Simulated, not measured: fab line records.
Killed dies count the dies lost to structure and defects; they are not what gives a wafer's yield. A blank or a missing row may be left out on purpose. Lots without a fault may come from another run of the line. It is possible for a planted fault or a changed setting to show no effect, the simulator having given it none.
fab line records    flow n5_finfet
[record] lots = 4  wafers = 12  last_day = 16
route steps=1938 shown BEOL_M5@1185 BEOL_M6@1194 PASSIVATION@1936
lots with no fault: from the same line, run without faults
start_h: start of the lot's first displayed wafer, in hours after the record's first day    wait_h: how many hours have passed since the lot's step before this one    " as in the row above    L1.1+2: a single row standing in for several wafers    - value missing, or start not given    * or withheld: withheld    < > ~ a bound
route shown NAME@n: NAME is a module with steps in the file, n the number in the route of the first one    usual: mean/standard deviation of fault-free wafers    same: alike in all rows    chamber/n: place in a boat    sites: readings site by site    _std_site: the standard deviation of these    _edge_site: outer sites' mean less inner sites'    radius_mm: how far each site lies from the wafer's centre    mask NAME#n: copy n    behind: the last tool/chamber to shape the wafer    hold: reason for holding the lot/hours on hold/outcome of the hold    device: the transistor (n, p or np) that didn't switch    end of line: the tests these same wafers got at the end of their route    a step with no rows: only its recipe    killed: the dies lost at the first sort to structure and to defects; this is not the yield of the wafer    map: dies across one wafer; x = killed, . = not, _ = none there
set.NAME: setting as actually run; set.NAME@STEP: the setting as run at that earlier step    model.NAME: the simulator's own value behind a step, which no gauge read
lots at some steps of the route; a table a step, a row a wafer
services: when a tool's chamber went out of use (start_h, in hours from the record's first day, below 0 if earlier), for how many hours, and the reason
[[steps]]
[step N5_BEOL_M5_ANNEAL_51]
[recipe] temp_c = 225  time_s = 90  ambient = N2
[step N5_BEOL_M5_CMP_52]
[recipe] stop_on = SiCOH_lowk  t_overpolish_s = 6.9  down_force_psi = 1  platen_rpm = 50  clearing_platen_down_force_psi = 1.5  clearing_platen_rpm = 50  post_cmp_clean = cu_alkaline  target_thk_nm = 62  clearing_platen_pad_velocity_m_s = 0.99484  pad_velocity_m_s = 0.99484
[step N5_BEOL_M5_PRE_CLEAN_77]
[recipe] gas = NH3/H2  time_s = 15  temp_c = *  rf_power_w = 300
[step N5_BEOL_M5_CO_CAP_78]
[recipe] material = Co  target_thk_a = 20  temp_c = 200  precursor = CCTBA/H2  pressure_torr = 30  time_s = 102.1
[step N5_BEOL_M5_PRE_CLEAN_55]
[recipe] gas = NH3  time_s = 15  temp_c = withheld  rf_power_w = 300
[step N5_BEOL_M5_DEP_56]
[recipe] material = SiCN  target_thk_a = 80  temp_c = withheld  precursor = 3MS/NH3  pressure_torr = 3  rf_w = 202  time_s = 14
[step N5_BEOL_M6_ILD_DEP_00]
[recipe] material = SiCOH_lowk  target_thk_a = 1797.5  temp_c = 300  precursor = DEMS/porogen  pressure_torr = 5  rf_w = 500  time_s = 33.4
[step N5_BEOL_M6_CURE_74]
[recipe] temp_c = 385  time_s = 240  ambient = He/Ar  material = SiCOH_lowk
[step N5_BEOL_M6_PECVD_70]
[recipe] material = SiO2  target_thk_a = 200  temp_c = 400  precursor = TEOS/O2  pressure_torr = 5.5  rf_w = 450  teos_flow_sccm = 53.8  gas = O2  flow_sccm = 3000  time_s = 22.7
[usual] heater_power_w = 714/110  showerhead_plenum_p_Torr = 8.76/0.068  throttle_valve_pct = 22.4/1.3
lot.wafer  tool      chamber  start_h  wait_h  heater_power_w  showerhead_plenum_p_Torr  throttle_valve_pct
L632.2     pecvd-04  2        213.10   0.0     779             8.82                      20.6
L632.4     "         1        "        "       844             8.84                      21.9
L632.5     "         0        "        "       590             8.71                      23.4
L636.1     pecvd-02  0        231.67   0.0     622             8.74                      23.8
L636.2     "         1        "        "       756             8.65                      24.0
L636.4     "         0        "        "       627             8.72                      23.8
L636.1     pecvd-02  0        231.91   0.2     636             8.74                      23.9
L636.2     "         1        "        "       768             8.67                      23.9
L636.4     "         0        "        "       633             8.70                      23.8
L637.1     pecvd-04  0        246.04   0.0     576             8.74                      23.0
L637.3     "         1        "        "       839             8.81                      21.7
L637.5     "         2        "        "       811             8.81                      21.1
L637.1     pecvd-04  0        246.28   0.2     577             8.77                      23.1
L637.3     "         1        "        "       828             8.83                      21.6
L637.5     "         2        "        "       790             8.81                      21.1
L646.1     pecvd-02  2        299.88   0.0     621             8.70                      20.5
L646.5     "         0        "        "       611             8.74                      24.0
L646.6     "         1        "        "       672             8.67                      24.0
[step N5_BEOL_M6_HM_DEP_02]
[recipe] material = TiN  target_thk_a = 200  temp_c = 25  chamber_pressure_pa = 0.49996
[step N5_BEOL_M6_COAT_59]
[recipe] resist = SOC  temp_c = 250  time_s = 60  spin_rpm = 1500  resist_thk_nm = 100
[step N5_BEOL_M6_COAT_60]
[recipe] resist = SiARC  temp_c = 220  time_s = 60  spin_rpm = 1500  resist_thk_nm = 35
[step N5_BEOL_M6_COAT_05]
[recipe] resist = CAR-ArF  spin_rpm = 1500  resist_thk_nm = 90
[step N5_BEOL_M6_EBR_07]
[recipe] solvent = PGMEA  ebr_width_mm = 1.5
[step N5_BEOL_M6_SOFTBAKE_06]
[recipe] temp_c = 110  time_s = 60  resist = CAR-ArF
[step N5_BEOL_M6_EXPOSE_08]
[recipe] mask_id = M6  na = 1.35  source_shape = dipole  sigma_inner = 0.817  sigma_outer = 0.97  polarization = te  dose_mj = 68.25
[step N5_BEOL_M6_PEB_09]
[recipe] peb_temp_c = withheld  peb_time_s = 60  resist = CAR-ArF
[step N5_BEOL_M6_DEVELOP_10]
[recipe] develop_time_s = 30  developer = TMAH  resist = CAR-ArF  rinse_liquid = diw  dry = air_spin  dev_temp_c = 23
[step N5_BEOL_M6_DESCUM_16]
[recipe] chemistry = O2  time_s = 7.9  source_power_w = 50  bias_power_w = 20  pressure_mtorr = 20  rf_frequency_hz = 2.712e+07  temp_c = 40  resist = CAR-ArF  o2_flow_sccm = 225
[step N5_BEOL_M6_ETCH_61]
[recipe] chemistry = CF4  target = SiARC  target_depth_a = 455  mask_material = CAR-ArF  time_s = 75.8  ion_energy_ev = 80  pressure_mtorr = 40  source_w = 545  bias_w = 36  Ar_flow_sccm = 100  cf4_flow_sccm = 100  ends = cleared
[step N5_BEOL_M6_ETCH_62]
[recipe] chemistry = N2/H2  target = SOC  target_depth_a = 1100  overetch_a = 220  mask_material = SiARC  temp_c = 40  time_s = 165  ion_energy_ev = 200  pressure_mtorr = 30  source_w = 840  bias_w = 150  n2_flow_sccm = 200  h2_flow_sccm = 200
[step N5_BEOL_M6_STRIP_68]
[recipe] chemistry = N2/H2  temp_c = 40  n2_flow_sccm = 200  h2_flow_sccm = 200  rf_frequency_hz = 6e+07
[step N5_BEOL_M6_STRIP_67]
[recipe] chemistry = CF4  resist = SiARC  power_w = 300  bias_power_w = 75  pressure_mtorr = 50  cf4_flow_sccm = 150  rf_frequency_hz = 6e+07
[step N5_BEOL_M6_HM_OPEN_17]
[recipe] chemistry = Cl2/BCl3  target_depth_a = 200  overetch_a = 60  target = TiN  mask_material = SOC  ion_energy_ev = 150  pressure_mtorr = 10  icp_w = 1000  bias_w = 126  Cl2_flow_sccm = 53.25  bcl3_flow_sccm = 21.75  Ar_flow_sccm = 25
[step N5_BEOL_M6_STRIP_19]
[recipe] chemistry = O2  power_w = 400  temp_c = 40  pressure_mtorr = 30  rf_frequency_hz = 6e+07  bias_power_w = 0  overash_fraction = 0.2  o2_flow_sccm = 225
[step N5_BEOL_M6_COAT_63]
[recipe] resist = SOC  temp_c = 250  time_s = 60  spin_rpm = 1500  resist_thk_nm = 60
[step N5_BEOL_M6_COAT_64]
[recipe] resist = SiARC  temp_c = 220  time_s = 60  spin_rpm = 1500  resist_thk_nm = 12
[step N5_BEOL_M6_COAT_71]
[recipe] resist = underlayer  temp_c = 205  time_s = 60  spin_rpm = 1500  resist_thk_nm = 5
[step N5_BEOL_M6_COAT_22]
[recipe] resist = CAR-EUV  spin_rpm = 1500  resist_thk_nm = 30
[step N5_BEOL_M6_EBR_24]
[recipe] solvent = PGMEA  ebr_width_mm = 1.5
[step N5_BEOL_M6_SOFTBAKE_23]
[recipe] temp_c = 110  time_s = 60  resist = CAR-EUV
[step N5_BEOL_M6_EXPOSE_25]
[recipe] mask_id = V5  na = 0.33  source_shape = annular  sigma_inner = 0.4  sigma_outer = 0.8  polarization = unpolarized  target_cd_nm = 40  dose_mj = 45
[step N5_BEOL_M6_PEB_26]
[recipe] peb_temp_c = 100  peb_time_s = 60  resist = CAR-EUV
[step N5_BEOL_M6_DEVELOP_27]
[recipe] develop_time_s = 30  developer = TMAH  resist = CAR-EUV  rinse_liquid = surfactant_rinse  dry = air_spin  dev_temp_c = 23
[step N5_BEOL_M6_HM_STRIP_39]
[recipe] chemistry = peroxide_tin_strip  material = TiN  target_depth_a = 250  temp_c = 50  time_s = 158
lot.wafer  tool          chamber  start_h  wait_h  model.SiO2_of_BEOL_M6_PECVD_70.thk_nm
L632.2     wet_bench-02  3        217.00   0.0     19.6
L632.4+5   "             0,6      "        "       20
L636.1     wet_bench-03  1        236.39   0.0     39.4
L636.2     "             4        "        "       39.2
L636.4     "             2        "        "       39.6
L637.1     wet_bench-05  6        251.12   0.0     39
L637.3     "             1        "        "       39.2
L637.5     "             3        "        "       39.4
L646.1     wet_bench-02  7        305.82   0.0     19.6
L646.5     "             4        "        "       20.4
L646.6     "             3        "        "       20.2
[step N5_BEOL_M6_CMP_52]
[recipe] stop_on = SiCOH_lowk  t_overpolish_s = 6.9  down_force_psi = 1  platen_rpm = 50  clearing_platen_down_force_psi = 1.5  clearing_platen_rpm = 50  post_cmp_clean = cu_alkaline  target_thk_nm = 80  clearing_platen_pad_velocity_m_s = 0.99484  pad_velocity_m_s = 0.99484
[usual] barrier_field_endpoint_s = 28.8/0.62  motor_current_A = 6.3/0.72  overpolish_run_s = 6.900/0.009  pad_life_wafers = 1124/690  time_to_endpoint_s = 62.4/2.8
lot.wafer  tool    chamber  start_h  wait_h  barrier_field_endpoint_s  motor_current_A  overpolish_run_s  pad_life_wafers  time_to_endpoint_s
L632.2     cmp-01  1        219.32   0.2     28.6                      5.7              6.883             882              63.0
L632.4     "       3        "        "       28.9                      6.0              6.910             884              61.4
L632.5     "       1        "        "       29.0                      5.6              6.900             -                60.7
L636.4     cmp-01  0        238.96   0.1     46.8                      6.3              0.045             1062             61.0
L636.2     "       1        "        "       46.7                      5.9              0.049             1063             58.9
L636.1     "       3        "        "       46.7                      6.1              0.040             1065             59.6
L637.3     cmp-04  0        252.77   0.2     46.7                      6.1              0.036             1902             60.9
L637.1     "       2        "        "       46.7                      7.2              0.056             1904             65.0
L637.5     "       1        "        "       46.7                      7.4              0.046             -                64.3
L646.1     cmp-04  1        309.33   0.4     27.7                      7.7              6.902             351              56.2
L646.6     "       2        "        "       29.5                      6.8              6.911             -                59.7
L646.5     "       3        "        "       29.1                      6.2              6.907             -                58.2
[step N5_PASSIVATION_PROBE_49]
[usual] defect_limited_yield = 91.1/1.3  killed_at_M0_to_M3 = 36/10  killed_at_M4_up = 14/4.4  killed_at_contacts = 14/5.7  killed_at_front_end = 39/9.4  killed_at_other = 2.9/2.6  killed_dies = 105/15  killed_open = 70/12  killed_short = 34/7.1  sort_bin_5_function = 5.3/0.77  sort_bin_6_memory = 3.3/0.66  sort_n_pass = 1075/15  sort_yield_pct = 91.1/1.3
[same] gross_dies = 1180  killed_at_back_side = 0  sort_bin_4_leakage[%] = 0  sort_bin_8_speed[%] = 0
lot.wafer  tool       chamber  start_h  wait_h  defect_limited_yield[%]  killed_at_M0_to_M3  killed_at_M4_up  killed_at_contacts  killed_at_front_end  killed_at_other  killed_dies  killed_open  killed_short  sort_bin_5_function[%]  sort_bin_6_memory[%]  sort_n_pass  sort_yield_pct[%]
L632.2     prober-02  -        303.62   0.1     89.5                     45                  21               18                  34                   6                124          86           37            5.9                     4.4                   1056         89.5
L632.4     prober-02  -        303.72   0.2     91.4                     29                  13               24                  31                   4                101          67           32            5.0                     3.3                   1079         91.4
L632.5     prober-02  -        303.77   0.2     90.7                     41                  14               24                  31                   0                110          74           35            5.0                     4.0                   1070         90.7
L636.1     prober-02  -        318.51   0.0     90.8                     40                  25               15                  26                   2                108          69           34            6.1                     2.8                   1072         90.8
L636.2     prober-02  -        318.56   0.1     90.5                     36                  18               12                  45                   1                112          76           35            5.3                     3.8                   1068         90.5
L636.4     prober-02  -        318.66   0.2     92.6                     32                  16               9                   29                   1                87           54           30            4.7                     2.4                   1093         92.6
L637.1     prober-02  -        323.88   0.0     91.6                     37                  12               5                   37                   8                99           72           26            5.5                     2.6                   1081         91.6
L637.3     prober-02  -        323.98   0.1     90.9                     38                  9                16                  36                   8                107          75           32            4.2                     4.7                   1073         90.9
L637.5     prober-02  -        324.08   0.2     92.0                     36                  11               10                  27                   10               94           46           47            4.7                     2.8                   1086         92.0
L646.1     prober-02  -        390.17   0.0     90.5                     36                  17               18                  41                   0                112          71           38            5.8                     3.4                   1068         90.5
L646.5     prober-02  -        390.37   0.2     89.8                     38                  10               33                  39                   0                120          87           33            5.5                     4.4                   1060         89.8
L646.6     prober-02  -        390.42   0.3     90.5                     55                  11               15                  31                   0                112          75           36            5.4                     3.6                   1068         90.5
// killed by level:class
L632.2 MOL_CONTACT_COAG:geometric_particle:open=15 BEOL_M0_SAQP:geometric_particle:open=15 BEOL_M0_SAQP:geometric_particle:short=14 BEOL_M4:geometric_particle:open=13 STI_FIN_REVEAL:geometric_particle:open=11 FIN_SAQP:geometric_particle:short=6 FIN_SAQP:geometric_particle:open=4 BEOL_M1:geometric_particle:open=4
L632.4 MOL_CONTACT_COAG:geometric_particle:open=22 FIN_SAQP:geometric_particle:short=10 BEOL_M0_SAQP:geometric_particle:open=8 BEOL_M3:geometric_particle:open=8 FIN_SAQP:geometric_particle:open=6 STI_FIN_REVEAL:geometric_particle:open=5 BEOL_M0_SAQP:geometric_particle:short=4 BEOL_M1:geometric_particle:open=4
L632.5 MOL_CONTACT_COAG:geometric_particle:open=18 BEOL_M0_SAQP:geometric_particle:open=13 BEOL_M0_SAQP:geometric_particle:short=13 FIN_SAQP:geometric_particle:short=7 FIN_SAQP:geometric_particle:open=6 STI_FIN_REVEAL:geometric_particle:open=6 MOL_CONTACT_COAG:geometric_particle:short=6 BEOL_M0:geometric_particle:open=5
L636.1 MOL_CONTACT_COAG:geometric_particle:open=13 BEOL_M4:geometric_particle:open=11 BEOL_M0_SAQP:geometric_particle:short=9 BEOL_M0_SAQP:geometric_particle:open=9 STI_FIN_REVEAL:geometric_particle:open=7 BEOL_M1:geometric_particle:open=7 BEOL_M4:geometric_particle:short=6 BEOL_M3:geometric_particle:open=5
L636.2 FIN_SAQP:geometric_particle:open=16 BEOL_M0_SAQP:geometric_particle:short=8 BEOL_M0_SAQP:geometric_particle:open=8 STI_FIN_REVEAL:geometric_particle:open=7 MOL_CONTACT_COAG:geometric_particle:open=7 BEOL_M2:geometric_particle:open=7 BEOL_M4:geometric_particle:open=7 MOL_CONTACT_COAG:geometric_particle:short=5
L636.4 STI_FIN_REVEAL:geometric_particle:open=9 BEOL_M0_SAQP:geometric_particle:open=8 MOL_CONTACT_COAG:geometric_particle:open=7 BEOL_M2:geometric_particle:open=7 BEOL_M4:geometric_particle:open=6 BEOL_M3:geometric_particle:short=6 FIN_SAQP:geometric_particle:short=4 BEOL_M1:geometric_particle:open=4
L637.1 STI_FIN_REVEAL:geometric_particle:open=10 BEOL_M1:geometric_particle:open=9 STARTING-WAFER:geometric_particle:open=8 BEOL_M2:geometric_particle:open=7 BEOL_M3:geometric_particle:open=7 BEOL_M0_SAQP:geometric_particle:short=6 BEOL_M0_SAQP:geometric_particle:open=5 BEOL_M5:geometric_particle:open=5
L637.3 MOL_CONTACT_COAG:geometric_particle:open=14 BEOL_M0_SAQP:geometric_particle:open=10 STI_FIN_REVEAL:geometric_particle:open=9 BEOL_M0_SAQP:geometric_particle:short=7 FIN_SAQP:geometric_particle:open=6 BEOL_M1:geometric_particle:open=6 BEOL_M2:geometric_particle:open=6 FIN_SAQP:geometric_particle:short=5
L637.5 BEOL_M0_SAQP:geometric_particle:short=11 BEOL_M2:geometric_particle:open=11 FIN_SAQP:geometric_particle:short=6 MOL_CONTACT_COAG:geometric_particle:open=6 BEOL_M3:geometric_particle:open=6 STI_FIN_REVEAL:geometric_particle:open=5 STARTING-WAFER:geometric_particle:short=5 PASS1_CAP:geometric_particle:short=4
L646.1 MOL_CONTACT_COAG:geometric_particle:open=15 BEOL_M0_SAQP:geometric_particle:short=11 BEOL_M0_SAQP:geometric_particle:open=11 FIN_SAQP:geometric_particle:open=9 BEOL_M4:geometric_particle:open=9 FIN_SAQP:geometric_particle:short=7 BEOL_M2:geometric_particle:open=5 ILD0:geometric_particle:open=4
L646.5 MOL_CONTACT_COAG:geometric_particle:open=26 STI_FIN_REVEAL:geometric_particle:open=15 BEOL_M1:geometric_particle:open=13 BEOL_M0_SAQP:geometric_particle:open=9 MOL_CONTACT_COAG:geometric_particle:short=7 BEOL_M2:geometric_particle:open=6 BEOL_M0_SAQP:geometric_particle:short=5 FIN_SAQP:geometric_particle:open=4
L646.6 BEOL_M0_SAQP:geometric_particle:open=16 MOL_CONTACT_COAG:geometric_particle:open=12 BEOL_M0:geometric_particle:open=10 BEOL_M0_SAQP:geometric_particle:short=9 FIN_SAQP:geometric_particle:open=7 BEOL_M2:geometric_particle:open=7 GATE_CUT:geometric_particle:short=6 FIN_SAQP:geometric_particle:short=5
[[services]]
tool      chamber  start_h  hours  kind
pecvd-04  -        197.88   0.6    repair
pecvd-02  2        202.38   -      clean
pecvd-02  2        202.38   -      consumable_replace:showerhead
pecvd-02  2        202.38   29.0   scheduled_down
pecvd-02  2        202.38   29.0   vent_cycle
pecvd-04  1        226.33   5.5    scheduled_down
pecvd-02  2        256.98   2.1    scheduled_down
cmp-04    -        265.89   4.0    pm
cmp-04    -        269.89   -      consumable_replace:conditioner
cmp-04    -        269.89   -      consumable_replace:pad
cmp-04    -        288.90   1.0    repair
pecvd-04  -        304.29   2.8    pm
cmp-01    -        304.58   3.6    pm
cmp-01    -        308.18   7.7    pm
pecvd-04  2        309.11   4.2    repair
[[key]]
[first_sign] step = N5_BEOL_M6_PECVD_70  reading = visit  direction = added
[effect] step = N5_BEOL_M6_CMP_52  reading = overpolish_run_s  direction = down  sigmas = 99+  usual = 6.900  struck = 0.045
[model_effect] step = N5_BEOL_M6_HM_STRIP_39  value = SiO2_of_BEOL_M6_PECVD_70.thk_nm  without = 19.57  struck = 39.3
met_at N5_BEOL_M6_PECVD_70
struck_wafers L636.1,L636.2,L636.4,L637.1,L637.3,L637.5
[fault] kind = repeated_step_whole  tool = pecvd-02,pecvd-03,pecvd-04  chamber = -  onset_h = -  steps = N5_BEOL_M6_PECVD_70  times = 1  scope = struck_lots_only
